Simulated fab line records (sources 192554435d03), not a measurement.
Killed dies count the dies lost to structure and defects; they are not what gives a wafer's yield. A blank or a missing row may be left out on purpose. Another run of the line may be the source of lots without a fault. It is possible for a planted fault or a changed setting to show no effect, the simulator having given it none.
fab line records + flow n5Finfet
record:
- lots: 9
- wafers: 27
- lastDay: 17
route steps=1938 shown ZERO_LAYER@15 WELL_APT@33 BEOL_M4@1111 PASSIVATION@1936
lots that met no fault: taken from a fault-free run of the same line
startH: the number of hours between the record's first day and the start of the first shown wafer of the lot + waitH: hours from the lot's prior step to this one + " unchanged from the row above + L1.1+2: a row that stands for several wafers + - no value, or no start was given + * or withheld: withheld + < > ~ a bound
route shown NAME@n: names a module that has steps shown in the file, with the first one's number in the route + usual: mean and standard deviation over wafers with no fault + same: alike in all rows + chamber/n: place in a boat + sites: per-site readings + _std_site: their standard deviation + _edge_site: outer sites' mean less inner sites' + radiusMm: for every site, how far away it sits from the centre of the wafer + mask NAME#n: copy n + behind: tool/chamber where the wafer was last shaped + hold: why the lot went on hold/how many hours it stayed there/how the hold came to an end + device: transistor that didn't switch, given as n, p or np + end of line: tests run on the same wafers once the route is complete + for a step that has no rows: nothing shown but its recipe + killed: count of dies lost to structure and defects at first sort (not the wafer's yield) + map: the dies of a wafer, with x for killed, . for not killed, _ for no die there
set.NAME: the setting that was run; set.NAME@STEP: the one run at that earlier step + model.NAME: the simulator's own value behind a step, which no gauge read
one table for each step of the route and one row for each wafer, over a sample of lots
services: when a tool's chamber went out of use (startH, in hours from the record's first day, below 0 if earlier), for how many hours, and the reason
== steps ==
step: N5_ZERO_LAYER_ETCH_17
recipe:
- chemistry: CF4
- target: SiO2
- targetDepthA: 120
- timeS: 13.3
- ionEnergyEv: 350
- pressureMtorr: 40
- sourceW: 450
- biasW: 215
- Ar_flow_sccm: 100
- cf4FlowSccm: 100
usual:
- drypumpMotorCurrentA: 5.6/0.46
- oesProductAu: 0.81/0.077
- rfFwdPowerW: 446.2/1.5
- rfVppV: 950/6.3
- showerheadPlenumPTorr: 2.16/0.098
- throttleValvePct: 15.68/0.19
| lot.wafer | tool       | chamber | startH | waitH | drypumpMotorCurrentA | oesProductAu | rfFwdPowerW | rfHoursCounterH | rfVppV | showerheadPlenumPTorr | throttleValvePct |
|-----------|------------|---------|--------|-------|----------------------|--------------|-------------|-----------------|--------|-----------------------|------------------|
| L938.1    | rieDiel-03 | 3       | 13.01  | 0.0   | 5.8                  | 0.83         | 448.0       | 55              | 956    | 2.25                  | 15.57            |
| L938.2    | "          | 1       | "      | "     | 5.2                  | 0.78         | 443.7       | 105             | 950    | 2.16                  | 15.79            |
| L938.4    | "          | 2       | "      | "     | 6.4                  | 0.79         | 444.0       | 105             | 955    | 2.24                  | 15.42            |
| L944.3    | rieDiel-02 | 1       | 50.34  | 0.0   | 4.9                  | 0.73         | 444.7       | 163             | 943    | 2.06                  | 15.32            |
| L944.4    | "          | 2       | "      | "     | 6.1                  | 0.82         | 448.4       | 73              | 938    | 2.00                  | 15.84            |
| L944.5    | "          | 0       | "      | "     | 5.3                  | 0.77         | 445.4       | -               | 948    | 2.15                  | 15.79            |
| L947.2    | rieDiel-02 | 2       | 66.73  | 0.0   | 6.1                  | 0.81         | 447.8       | 80              | 939    | 2.00                  | 15.87            |
| L947.4    | "          | 0       | "      | "     | 5.3                  | 0.76         | 448.0       | -               | 950    | 2.15                  | 15.80            |
| L947.5    | "          | 2       | "      | "     | 6.1                  | 0.81         | 447.5       | -               | 939    | 2.00                  | 15.85            |
| L948.2    | rieDiel-02 | 2       | 72.72  | 0.0   | 6.1                  | 0.82         | 446.5       | 81              | 941    | 2.00                  | 15.88            |
| L948.5    | "          | 2       | "      | "     | 6.1                  | 0.82         | 446.9       | -               | 939    | 2.00                  | 15.86            |
| L948.6    | "          | 0       | "      | "     | 5.3                  | 0.75         | 446.0       | -               | 950    | 2.15                  | 15.80            |
| L953.1    | rieDiel-01 | 3       | 102.72 | 0.0   | 5.2                  | 0.80         | 446.8       | 131             | 950    | 2.15                  | 15.83            |
| L953.3    | "          | 1       | "      | "     | 5.8                  | 0.90         | 451.2       | 17              | 956    | 2.27                  | 15.68            |
| L953.4    | "          | 1       | "      | "     | 5.8                  | 0.89         | 445.8       | -               | 956    | 2.27                  | 15.68            |
| L955.2    | rieDiel-02 | 2       | 114.84 | 0.0   | 6.1                  | 0.80         | 447.8       | 92              | 940    | 2.00                  | 15.89            |
| L955.3    | "          | 1       | "      | "     | 4.9                  | 0.72         | 446.1       | 185             | 942    | 2.05                  | 15.37            |
| L955.5    | "          | 1       | "      | "     | 4.9                  | 0.73         | 445.4       | -               | 942    | 2.05                  | 15.38            |
| L957.3    | rieDiel-01 | 0       | 127.07 | 0.0   | 6.2                  | 0.72         | 447.2       | 174             | 953    | 2.22                  | 15.80            |
| L957.4    | "          | 3       | "      | "     | 5.2                  | 0.78         | 446.5       | 142             | 950    | 2.14                  | 15.83            |
| L957.5    | "          | 0       | "      | "     | 6.2                  | 0.72         | 447.8       | -               | 953    | 2.22                  | 15.79            |
| L958.1    | rieDiel-02 | 0       | 133.42 | 0.0   | 5.3                  | 0.74         | 446.0       | 155             | 947    | 2.14                  | 15.83            |
| L958.4    | "          | 3       | "      | "     | 5.6                  | 0.88         | 445.3       | 40              | 957    | 2.27                  | 15.53            |
| L958.6    | "          | 2       | "      | "     | 6.1                  | 0.79         | 448.4       | -               | 939    | 1.99                  | 15.90            |
| L960.1    | rieDiel-03 | 1       | 144.71 | 0.0   | 5.2                  | 0.74         | 445.1       | 145             | 948    | 2.15                  | 15.86            |
| L960.3    | "          | 3       | "      | "     | 5.8                  | 0.78         | 444.5       | 98              | 955    | 2.24                  | 15.66            |
| L960.5    | "          | 3       | "      | "     | 5.8                  | 0.78         | 443.6       | -               | 954    | 2.24                  | 15.67            |
step: N5_ZERO_LAYER_ETCH_18
recipe:
- chemistry: HBr/Cl2
- target: Si
- targetDepthA: 1200
- timeS: 40
- pressureMtorr: 10
- icpW: 800
- biasW: 75
- HBr_flow_sccm: 150
- Cl2_flow_sccm: 80
usual:
- drypumpMotorCurrentA: 5.4/0.37
- oesProductAu: 1.000/0.019
- rfFwdPowerW: 796.0/2.5
- throttleValvePct: 36.22/0.27
| lot.wafer | tool     | chamber | startH | waitH | drypumpMotorCurrentA | oesProductAu | rfFwdPowerW | rfHoursCounterH | throttleValvePct |
|-----------|----------|---------|--------|-------|----------------------|--------------|-------------|-----------------|------------------|
| L938.1    | rieSi-06 | 0       | 13.08  | 0.0   | 5.3                  | 0.997        | 796.4       | 10              | 36.46            |
| L938.2    | "        | 3       | "      | "     | 5.9                  | 0.990        | 798.7       | 20              | 35.80            |
| L938.4    | "        | 1       | "      | "     | 5.3                  | 1.005        | 794.8       | 64              | 36.03            |
| L944.3    | rieSi-05 | 0       | 50.41  | 0.0   | 6.4                  | 1.018        | 794.9       | 80              | 35.98            |
| L944.4    | "        | 1       | "      | "     | 5.2                  | 0.989        | 793.0       | 62              | 36.42            |
| L944.5    | "        | 1       | "      | "     | 5.2                  | 0.993        | 792.1       | -               | 36.41            |
| L947.2    | rieSi-05 | 0       | 66.81  | 0.0   | 6.4                  | 1.014        | 790.6       | 80              | 36.00            |
| L947.4    | "        | 1       | "      | "     | 5.2                  | 0.996        | 795.2       | 62              | 36.39            |
| L947.5    | "        | 1       | "      | "     | 5.2                  | 0.998        | 796.3       | -               | 36.41            |
| L948.2    | rieSi-03 | 0       | 72.79  | 0.0   | 5.2                  | 1.003        | 793.5       | 159             | 35.97            |
| L948.5    | "        | 1       | "      | "     | 5.8                  | 1.017        | 793.3       | -               | 36.54            |
| L948.6    | "        | 0       | "      | "     | 5.2                  | 1.007        | 795.2       | -               | 35.95            |
| L953.1    | rieSi-03 | 3       | 102.79 | 0.0   | 5.3                  | 0.994        | 789.2       | 84              | 36.20            |
| L953.3    | "        | 0       | "      | "     | 5.2                  | 1.007        | 797.9       | 160             | 35.97            |
| L953.4    | "        | 1       | "      | "     | 5.9                  | 1.020        | 792.7       | 122             | 36.53            |
| L955.2    | rieSi-06 | 0       | 114.91 | 0.0   | 5.3                  | 1.003        | 796.6       | 12              | 36.44            |
| L955.3    | "        | 1       | "      | "     | 5.3                  | 1.003        | 799.6       | 66              | 36.02            |
| L955.5    | "        | 1       | "      | "     | 5.4                  | 1.007        | 796.1       | -               | 36.05            |
| L957.3    | rieSi-06 | 3       | 127.14 | 0.0   | 5.8                  | 0.990        | 803.4       | 22              | 35.81            |
| L957.4    | "        | 1       | "      | "     | 5.4                  | 1.007        | 794.1       | 66              | 36.03            |
| L957.5    | "        | 3       | "      | "     | 5.8                  | 0.995        | 798.8       | -               | 35.82            |
| L958.1    | rieSi-05 | 0       | 133.49 | 0.0   | 6.4                  | 1.026        | 796.6       | 82              | 35.99            |
| L958.4    | "        | 2       | "      | "     | 5.7                  | 0.973        | 799.5       | 147             | 36.13            |
| L958.6    | "        | 2       | "      | "     | 5.6                  | 0.969        | 797.9       | -               | 36.14            |
| L960.1    | rieSi-06 | 2       | 144.79 | 0.0   | 5.0                  | 0.968        | 796.5       | 72              | 36.34            |
| L960.3    | "        | 0       | "      | "     | 5.3                  | 0.999        | 796.8       | 13              | 36.44            |
| L960.5    | "        | 1       | "      | "     | 5.4                  | 1.010        | 794.5       | -               | 36.02            |
step: N5_WELL_APT_IMPLANT_15
recipe:
- species: As
- energyKev: 25
- doseCm2: 1.5e+13
- tiltDeg: 0
- rotationDeg: 0
usual:
- beamEnergyKeV: 25.001/0.0077
| lot.wafer | tool         | chamber | startH | waitH | beamEnergyKeV |
|-----------|--------------|---------|--------|-------|---------------|
| L938.1    | implanter-01 | 0       | 14.97  | 0.1   | 24.998        |
| L938.2    | "            | 0       | "      | "     | 24.997        |
| L938.4    | "            | 0       | "      | "     | 25.007        |
| L944.3    | implanter-01 | 0       | 51.89  | 0.1   | 24.986        |
| L944.4    | "            | 0       | "      | "     | 24.988        |
| L944.5    | "            | 0       | "      | "     | 24.988        |
| L947.2    | implanter-01 | 0       | 68.18  | 0.1   | 24.992        |
| L947.4    | "            | 0       | "      | "     | 24.993        |
| L947.5    | "            | 0       | "      | "     | 24.996        |
| L948.2    | implanter-02 | 0       | 73.98  | 0.1   | 25.015        |
| L948.5    | "            | 0       | "      | "     | 24.999        |
| L948.6    | "            | 0       | "      | "     | 25.007        |
| L953.1    | implanter-01 | 0       | 104.30 | 0.1   | 40.054        |
| L953.3    | "            | 0       | "      | "     | 40.053        |
| L953.4    | "            | 0       | "      | "     | 40.039        |
| L955.2    | implanter-01 | 0       | 116.23 | 0.1   | 40.045        |
| L955.3    | "            | 0       | "      | "     | 40.043        |
| L955.5    | "            | 0       | "      | "     | 40.039        |
| L957.3    | implanter-02 | 0       | 128.50 | 0.1   | 25.021        |
| L957.4    | "            | 0       | "      | "     | 25.021        |
| L957.5    | "            | 0       | "      | "     | 25.019        |
| L958.1    | implanter-02 | 0       | 134.75 | 0.1   | 25.008        |
| L958.4    | "            | 0       | "      | "     | 25.006        |
| L958.6    | "            | 0       | "      | "     | 24.991        |
| L960.1    | implanter-02 | 0       | 146.05 | 0.1   | 25.008        |
| L960.3    | "            | 0       | "      | "     | 25.007        |
| L960.5    | "            | 0       | "      | "     | 25.004        |
step: N5_WELL_APT_DESCUM_30
recipe:
- chemistry: O2
- timeS: 7.9
- sourcePowerW: 50
- biasPowerW: 20
- pressureMtorr: 20
- rfFrequencyHz: 2.712e+07
- tempC: 40
- o2FlowSccm: 225
usual:
- biasPowerW: 19.99/0.056
- drypumpMotorCurrentA: 5.7/0.51
- oesProductAu: 0.76/0.071
- rfFwdPowerW: 49.68/0.22
- rfVppV: 242.9/1.5
- showerheadPlenumPTorr: 2.07/0.075
- throttleValvePct: 20.54/0.15
| lot.wafer | tool       | chamber | startH | waitH | biasPowerW | drypumpMotorCurrentA | oesProductAu | rfFwdPowerW | rfHoursCounterH | rfVppV | showerheadPlenumPTorr | throttleValvePct |
|-----------|------------|---------|--------|-------|------------|----------------------|--------------|-------------|-----------------|--------|-----------------------|------------------|
| L938.1    | rieDiel-04 | 2       | 16.86  | 1.0   | 20.01      | 4.9                  | 0.75         | 49.75       | 154             | 244.7  | 2.18                  | 20.45            |
| L938.2    | "          | 0       | "      | "     | 20.03      | 6.0                  | 0.79         | 49.81       | 90              | 244.6  | 2.20                  | 20.44            |
| L938.4    | "          | 1       | "      | "     | 20.01      | 5.8                  | 0.68         | 49.28       | 244             | 243.8  | 2.14                  | 21.00            |
| L944.3    | rieDiel-06 | 2       | 52.67  | 0.0   | 19.92      | 5.6                  | 0.70         | 49.28       | 239             | 244.8  | 2.15                  | 20.49            |
| L944.4    | "          | 0       | "      | "     | 19.94      | 6.4                  | 0.70         | 49.63       | 205             | 243.0  | 2.07                  | 20.46            |
| L944.5    | "          | 0       | "      | "     | 19.95      | 6.4                  | 0.71         | 49.80       | -               | 242.4  | 2.07                  | 20.47            |
| L947.2    | rieDiel-05 | 1       | 69.11  | 0.0   | 19.94      | 6.1                  | 0.79         | 49.67       | 155             | 241.8  | 1.99                  | 20.55            |
| L947.4    | "          | 0       | "      | "     | 19.98      | 5.8                  | 0.78         | 49.60       | 138             | 243.5  | 2.10                  | 20.74            |
| L947.5    | "          | 2       | "      | "     | 20.03      | 6.5                  | 0.85         | 49.61       | -               | 244.6  | 2.11                  | 20.26            |
| L948.2    | rieDiel-05 | 1       | 75.05  | 0.1   | 19.96      | 6.1                  | 0.77         | 49.55       | 158             | 242.0  | 1.99                  | 20.57            |
| L948.5    | "          | 0       | "      | "     | 20.08      | 5.7                  | 0.76         | 49.72       | -               | 242.6  | 2.10                  | 20.77            |
| L948.6    | "          | 1       | "      | "     | 19.92      | 6.1                  | 0.76         | 49.53       | -               | 241.2  | 1.99                  | 20.55            |
| L953.1    | rieDiel-04 | 0       | 105.31 | 0.1   | 19.95      | 6.1                  | 0.76         | 49.65       | 116             | 245.2  | 2.19                  | 20.48            |
| L953.3    | "          | 3       | "      | "     | 19.85      | 4.9                  | 0.76         | 49.38       | 131             | 242.5  | 2.02                  | 20.68            |
| L953.4    | "          | 2       | "      | "     | 19.97      | 4.9                  | 0.72         | 49.60       | 181             | 246.3  | 2.17                  | 20.50            |
| L955.2    | rieDiel-06 | 0       | 117.16 | 0.0   | 19.96      | 6.5                  | 0.69         | 49.85       | 227             | 242.4  | 2.06                  | 20.48            |
| L955.3    | "          | 1       | "      | "     | 20.06      | 5.6                  | 0.75         | 49.55       | 162             | 240.4  | 1.93                  | 20.72            |
| L955.5    | "          | 1       | "      | "     | 20.02      | 5.6                  | 0.74         | 49.69       | -               | 239.7  | 1.93                  | 20.74            |
| L957.3    | rieDiel-06 | 0       | 129.40 | 0.0   | 20.06      | 6.5                  | 0.69         | 50.11       | 234             | 242.0  | 2.06                  | 20.50            |
| L957.4    | "          | 0       | "      | "     | 20.00      | 6.4                  | 0.69         | 50.18       | -               | 242.4  | 2.06                  | 20.50            |
| L957.5    | "          | 2       | "      | "     | 19.91      | 5.6                  | 0.94         | 49.62       | -               | 244.9  | 2.15                  | 20.20            |
| L958.1    | rieDiel-04 | 0       | 135.72 | 0.0   | 20.00      | 6.0                  | 0.76         | 49.63       | 128             | 245.7  | 2.19                  | 20.50            |
| L958.4    | "          | 0       | "      | "     | 20.01      | 6.0                  | 0.76         | 49.60       | -               | 245.0  | 2.19                  | 20.48            |
| L958.6    | "          | 3       | "      | "     | 19.87      | 4.9                  | 0.74         | 49.54       | -               | 242.7  | 2.01                  | 20.70            |
| L960.1    | rieDiel-04 | 2       | 146.94 | 0.1   | 20.02      | 4.9                  | 0.71         | 49.77       | 191             | 245.1  | 2.17                  | 20.53            |
| L960.3    | "          | 3       | "      | "     | 20.10      | 4.9                  | 0.74         | 49.79       | 147             | 242.5  | 2.01                  | 20.71            |
| L960.5    | "          | 1       | "      | "     | 20.00      | 5.8                  | 0.88         | 49.59       | -               | 243.9  | 2.13                  | 20.60            |
step: N5_BEOL_M4_RC_MEAS_101
usual:
- CJ_P: 5.82/0.19
- DIBL_N: 35.9/1.9
- DIBL_P: 35.8/2.4
- IOFF_N: 0.15/0.031
- IOFF_P: 0.21/0.037
- ION_N: 672/13
- ION_P: 462/8.3
- SS_N: 71.5/0.72
- SS_P: 73.2/0.67
- VT_N: 250/3.4
- VT_P: -250/3.4
| lot.wafer | tool      | chamber | startH | waitH | CJ_P | DIBL_N[mV/V] | DIBL_P[mV/V] | IOFF_N[nA/um] | IOFF_P[nA/um] | ION_N[uA/um] | ION_P[uA/um] | SS_N[mV/dec] | SS_P[mV/dec] | VT_N[mV] | VT_P[mV] |
|-----------|-----------|---------|--------|-------|------|--------------|--------------|---------------|---------------|--------------|--------------|--------------|--------------|----------|----------|
| L938.1    | prober-02 | 0       | 166.95 | 0.0   | 5.90 | 37.0         | 37.6         | 0.15          | 0.22          | 676          | 466          | 71.2         | 73.8         | 250      | -250     |
| L938.2    | "         | 0       | "      | "     | 5.75 | 36.5         | 35.3         | 0.13          | 0.18          | 657          | 450          | 71.2         | 73.2         | 253      | -253     |
| L938.4    | "         | 0       | "      | "     | 6.05 | 36.5         | 36.1         | 0.13          | 0.19          | 660          | 457          | 71.4         | 72.7         | 252      | -251     |
| L944.3    | prober-02 | 0       | 204.25 | 0.6   | 5.42 | 35.1         | 36.0         | 0.15          | 0.20          | 675          | 460          | 71.0         | 73.3         | 249      | -250     |
| L944.4    | "         | 0       | "      | "     | 5.86 | 37.4         | 37.4         | 0.18          | 0.23          | 683          | 466          | 71.9         | 74.1         | 248      | -251     |
| L944.5    | "         | 0       | "      | "     | 5.80 | 38.2         | 37.8         | 0.18          | 0.24          | 668          | 467          | 73.1         | 73.8         | 248      | -249     |
| L947.2    | prober-02 | 0       | 220.61 | 0.2   | 5.84 | 37.3         | 35.6         | 0.15          | 0.20          | 661          | 455          | 72.2         | 73.8         | 252      | -250     |
| L947.4    | "         | 0       | "      | "     | 6.04 | 40.0         | 39.7         | 0.20          | 0.27          | 683          | 464          | 73.4         | 73.9         | 248      | -249     |
| L947.5    | "         | 0       | "      | "     | 5.51 | 34.2         | 33.6         | 0.11          | 0.18          | 652          | 455          | 71.5         | 72.0         | 255      | -252     |
| L948.2    | prober-01 | 0       | 225.77 | 0.2   | 5.91 | 35.1         | 35.3         | 0.13          | 0.17          | 665          | 456          | 70.7         | 72.8         | 253      | -254     |
| L948.5    | "         | 0       | "      | "     | 6.09 | 33.3         | 33.8         | 0.11          | 0.15          | 658          | 457          | 70.6         | 73.1         | 255      | -257     |
| L948.6    | "         | 0       | "      | "     | 5.77 | 36.9         | 37.2         | 0.16          | 0.20          | 675          | 459          | 72.0         | 73.7         | 251      | -251     |
| L953.1    | prober-01 | 0       | 256.16 | 0.0   | 4.43 | 38.7         | 41.2         | 0.24          | 0.32          | 691          | 474          | 72.6         | 73.4         | 244      | -244     |
| L953.3    | "         | 0       | "      | "     | 4.83 | 38.1         | 39.6         | 0.21          | 0.27          | 670          | 465          | 72.7         | 73.2         | 247      | -243     |
| L953.4    | "         | 0       | "      | "     | 4.54 | 36.4         | 38.1         | 0.17          | 0.23          | 684          | 470          | 71.6         | 74.1         | 251      | -246     |
| L955.2    | prober-02 | 0       | 261.13 | 0.2   | 4.69 | 39.6         | 39.8         | 0.21          | 0.31          | 684          | 477          | 71.4         | 74.9         | 243      | -247     |
| L955.3    | "         | 0       | "      | "     | 4.83 | 38.2         | 37.2         | 0.18          | 0.25          | 682          | 470          | 72.2         | 73.6         | 247      | -250     |
| L955.5    | "         | 0       | "      | "     | 4.93 | 36.8         | 36.4         | 0.16          | 0.23          | 674          | 466          | 71.6         | 73.6         | 248      | -249     |
| L957.3    | prober-01 | 0       | 276.05 | 0.3   | 5.84 | 36.3         | 34.0         | 0.16          | 0.20          | 682          | 465          | 71.4         | 73.8         | 250      | -250     |
| L957.4    | "         | 0       | "      | "     | 5.59 | 33.1         | 30.0         | 0.10          | 0.14          | 656          | 453          | 71.2         | 72.4         | 254      | -253     |
| L957.5    | "         | 0       | "      | "     | 5.87 | 34.3         | 32.4         | 0.12          | 0.17          | 669          | 461          | 70.8         | 72.6         | 252      | -255     |
| L958.1    | prober-01 | 0       | 295.81 | 0.0   | 5.90 | 37.3         | 37.4         | 0.19          | 0.26          | 682          | 470          | 71.5         | 73.0         | 244      | -246     |
| L958.4    | "         | 0       | "      | "     | 6.01 | 35.4         | 36.2         | 0.16          | 0.23          | 676          | 472          | 70.8         | 73.6         | 247      | -248     |
| L958.6    | "         | 0       | "      | "     | 5.78 | 35.8         | 35.8         | 0.17          | 0.23          | 688          | 471          | 70.9         | 72.9         | 247      | -248     |
| L960.1    | prober-01 | 0       | 310.02 | 0.0   | 5.92 | 38.1         | 39.6         | 0.19          | 0.26          | 677          | 462          | 72.5         | 74.5         | 246      | -246     |
| L960.3    | "         | 0       | "      | "     | 5.75 | 37.9         | 38.2         | 0.18          | 0.23          | 696          | 474          | 72.1         | 74.2         | 249      | -248     |
| L960.5    | "         | 0       | "      | "     | 5.78 | 35.8         | 37.0         | 0.15          | 0.20          | 674          | 464          | 71.2         | 74.0         | 251      | -251     |
step: N5_PASSIVATION_PROBE_49
usual:
- defectLimitedYield: 91.6/1.2
- killed_at_M0_to_M3: 33/9.4
- killed_at_M4_up: 13/5.2
- killedAtContacts: 13/5.6
- killedAtFrontEnd: 37/9.5
- killedAtOther: 4/3.1
- killedDies: 99/15
- killedOpen: 65/11
- killedShort: 32/7.5
- sort_bin_5_function: 4.9/0.77
- sort_bin_6_memory: 3.1/0.65
- sortNPass: 1081/15
- sortYieldPct: 91.6/1.2
same:
- grossDies: 1180
- killedAtBackSide: 0
- sort_bin_4_leakage[%]: 0
- sort_bin_8_speed[%]: 0
| lot.wafer | tool      | chamber | startH | waitH | defectLimitedYield[%] | killed_at_M0_to_M3 | killed_at_M4_up | killedAtContacts | killedAtFrontEnd | killedAtOther | killedDies | killedOpen | killedShort | sort_bin_5_function[%] | sort_bin_6_memory[%] | sortNPass | sortYieldPct[%] |
|-----------|-----------|---------|--------|-------|-----------------------|--------------------|-----------------|------------------|------------------|---------------|------------|------------|-------------|------------------------|----------------------|-----------|-----------------|
| L944.3    | prober-01 | -       | 309.36 | 0.1   | 93.8                  | 21                 | 3               | 19               | 25               | 5             | 73         | 51         | 19          | 3.8                    | 1.9                  | 1107      | 93.8            |
| L944.4    | prober-01 | -       | 309.41 | 0.2   | 92.0                  | 36                 | 6               | 23               | 29               | 0             | 94         | 65         | 29          | 4.8                    | 3.0                  | 1086      | 92.0            |
| L944.5    | prober-01 | -       | 309.46 | 0.2   | 92.3                  | 26                 | 13              | 18               | 32               | 2             | 91         | 56         | 35          | 4.2                    | 3.1                  | 1089      | 92.3            |
| L948.2    | prober-01 | -       | 339.81 | 0.1   | 93.7                  | 16                 | 11              | 8                | 33               | 6             | 74         | 51         | 21          | 3.7                    | 2.2                  | 1106      | 93.7            |
| L948.5    | prober-01 | -       | 339.96 | 0.2   | 93.1                  | 25                 | 15              | 15               | 26               | 1             | 82         | 49         | 32          | 4.0                    | 2.6                  | 1098      | 93.1            |
| L948.6    | prober-01 | -       | 340.01 | 0.3   | 93.1                  | 16                 | 11              | 4                | 41               | 10            | 82         | 53         | 27          | 4.2                    | 2.5                  | 1098      | 93.1            |
killed by level:class
L944.3 MOL_CONTACT_COAG:geometricParticle:open=17 BEOL_M1:geometricParticle:open=5 BEOL_M3:geometricParticle:open=5 STI_FIN_REVEAL:geometricParticle:open=4 GATE_CUT:geometricParticle:open=4 BEOL_M3:geometricParticle:short=4 MIM_BOT:geometricParticle:open=4 BEOL_M5:geometricParticle:open=3
L944.4 MOL_CONTACT_COAG:geometricParticle:open=20 BEOL_M1:geometricParticle:open=12 BEOL_M3:geometricParticle:open=11 GATE_CUT:geometricParticle:short=6 BEOL_M0_SAQP:geometricParticle:open=5 STARTING-WAFER:geometricParticle:short=5 STI_FIN_REVEAL:geometricParticle:open=4 FIN_SAQP:geometricParticle:short=3
L944.5 MOL_CONTACT_COAG:geometricParticle:open=12 FIN_SAQP:geometricParticle:short=8 BEOL_M4:geometricParticle:open=8 BEOL_M0_SAQP:geometricParticle:short=7 STI_FIN_REVEAL:geometricParticle:open=6 MOL_CONTACT_COAG:geometricParticle:short=6 BEOL_M3:geometricParticle:open=6 FIN_SAQP:geometricParticle:open=3
L948.2 MOL_CONTACT_COAG:geometricParticle:open=8 FIN_SAQP:geometricParticle:open=7 STI_FIN_REVEAL:geometricParticle:open=6 BEOL_M0_SAQP:geometricParticle:short=5 BEOL_M4:geometricParticle:open=5 BEOL_M0_SAQP:geometricParticle:open=4 BEOL_M3:geometricParticle:open=4 BEOL_M6:geometricParticle:open=4
L948.5 MOL_CONTACT_COAG:geometricParticle:open=10 BEOL_M0_SAQP:geometricParticle:short=10 GATE_CUT:geometricParticle:short=7 DUMMY_GATE:geometricParticle:open=6 BEOL_M0_SAQP:geometricParticle:open=6 MOL_CONTACT_COAG:geometricParticle:short=5 BEOL_M4:geometricParticle:open=4 FIN_SAQP:geometricParticle:open=3
L948.6 STI_FIN_REVEAL:geometricParticle:open=9 BEOL_M0_SAQP:geometricParticle:open=7 FIN_SAQP:geometricParticle:open=6 FIN_SAQP:geometricParticle:short=6 BEOL_M4:geometricParticle:open=6 PAD_METAL:geometricParticle:open=5 MOL_CONTACT_COAG:geometricParticle:open=4 STARTING-WAFER:geometricParticle:short=4
== services ==
| tool         | chamber | startH | hours | kind   |
|--------------|---------|--------|-------|--------|
| rieSi-03     | 3       | -10.45 | 5.0   | repair |
| implanter-01 | -       | -6.57  | 3.8   | repair |
| rieDiel-05   | 0       | -1.22  | 5.6   | repair |
| rieDiel-06   | 0       | -0.57  | 6.0   | repair |
| rieSi-05     | 1       | 4.64   | 2.6   | repair |
| rieSi-03     | 0       | 7.98   | 5.3   | repair |
| rieDiel-01   | 2       | 8.31   | 5.4   | repair |
| rieDiel-01   | 0       | 11.28  | 6.2   | repair |
| rieDiel-05   | -       | 12.04  | 2.8   | pm     |
| rieDiel-04   | -       | 19.21  | 10.4  | repair |
| rieDiel-01   | 2       | 20.49  | 6.4   | repair |
| rieDiel-01   | 0       | 25.17  | 3.3   | repair |
| rieSi-03     | 2       | 40.42  | 1.9   | repair |
| rieDiel-01   | -       | 46.39  | 15.6  | pm     |
| implanter-02 | -       | 49.20  | 4.1   | repair |
| rieDiel-03   | -       | 55.82  | 1.1   | repair |
| rieDiel-03   | 1       | 58.99  | 5.7   | repair |
| rieDiel-02   | 1       | 66.08  | 13.3  | repair |
| rieDiel-01   | 1       | 70.81  | 8.1   | repair |
| rieDiel-05   | 3       | 71.28  | 7.9   | repair |
| rieDiel-04   | -       | 74.60  | 3.1   | repair |
| rieSi-05     | 0       | 74.62  | 4.3   | repair |
| rieDiel-06   | 0       | 82.55  | 4.1   | repair |
| rieDiel-02   | 2       | 100.33 | 12.5  | repair |
== key ==
firstSign:
- step: N5_WELL_APT_IMPLANT_15
- reading: beamEnergyKeV
- direction: up
- sigmas: 99+
- usual: 25.001
- struck: 40.045
effect:
- step: N5_BEOL_M4_RC_MEAS_101
- reading: CJ_P
- direction: down
- sigmas: 5.8
- usual: 5.82
- struck: 4.71
metAt N5_WELL_APT_IMPLANT_15
struckLots L953,L955
notActingAt N5_ZERO_LAYER_ETCH_17,N5_ZERO_LAYER_ETCH_18,N5_WELL_APT_DESCUM_30
onsetBetween 68.18 104.30
fault:
- kind: processParameterDrift
- tool: implanter-01
- chamber: -
- onsetH: 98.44
- steps: N5_WELL_APT_IMPLANT_15
- channel: energyKev
- offset: 15.04
- shape: step
- endH: 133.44
- actsIn: theseRecipesOnly
- stated: 25
